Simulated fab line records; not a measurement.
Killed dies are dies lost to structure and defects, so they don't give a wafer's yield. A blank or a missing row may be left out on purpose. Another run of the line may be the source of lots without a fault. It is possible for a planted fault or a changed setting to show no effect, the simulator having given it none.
Chamber matching + flow nand_harc + pecvd-02 running NHARC_A_STAIRCASE_DEP_156: 3 sister chambers
The step deposits SiNx, target thk 50 nm. 3 wafers are shown with their chamber, then 7 later ones without.

## EACH WAFER AND ITS CHAMBER
| wafer  | chamber | heater_power_w (W) |
|--------|---------|--------------------|
| L083.3 | 1       | 644                |
| L083.4 | 0       | 744                |
| L085.5 | 2       | 736                |

## WAFERS MISSING THEIR CHAMBER
| wafer  | heater_power_w (W) |
|--------|--------------------|
| L085.6 | 721                |
| L088.2 | 674                |
| L088.5 | 666                |
| L088.6 | 726                |
| L097.3 | 652                |
| L097.4 | 657                |
| L097.5 | 782                |

## THE CHAMBER EACH PASSED THROUGH
| wafer  | from the rows above          | in truth                   |
|--------|------------------------------|----------------------------|
| L085.6 | can't be placed: 2 or 0      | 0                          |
| L088.2 | can't be placed: 1 or 2 or 0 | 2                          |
| L088.5 | 1                            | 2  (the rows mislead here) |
| L088.6 | can't be placed: 2 or 0      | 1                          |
| L097.3 | 1                            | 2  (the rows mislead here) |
| L097.4 | 1                            | 1                          |
| L097.5 | can't be placed: 0 or 2      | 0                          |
Correct placement for 1 of the 7. Unplaceable from these rows: 4, with the true chamber sitting among the candidates in 3. Wrongly placed: 2.
How it was worked out, from the rows above alone: a wafer's distance from a chamber is the root of the sum, over the readings, of the square of ((its reading less the chamber's mean) divided by the reading's scatter). If the next closest chamber is less than 2 further off than the closest, the wafer can't be placed; otherwise it belongs to the closest. Each chamber's mean is taken over the wafers shown for it. The scatter: root of mean squared gap, hidden wafer to nearest shown wafer, with one shown wafer a chamber.
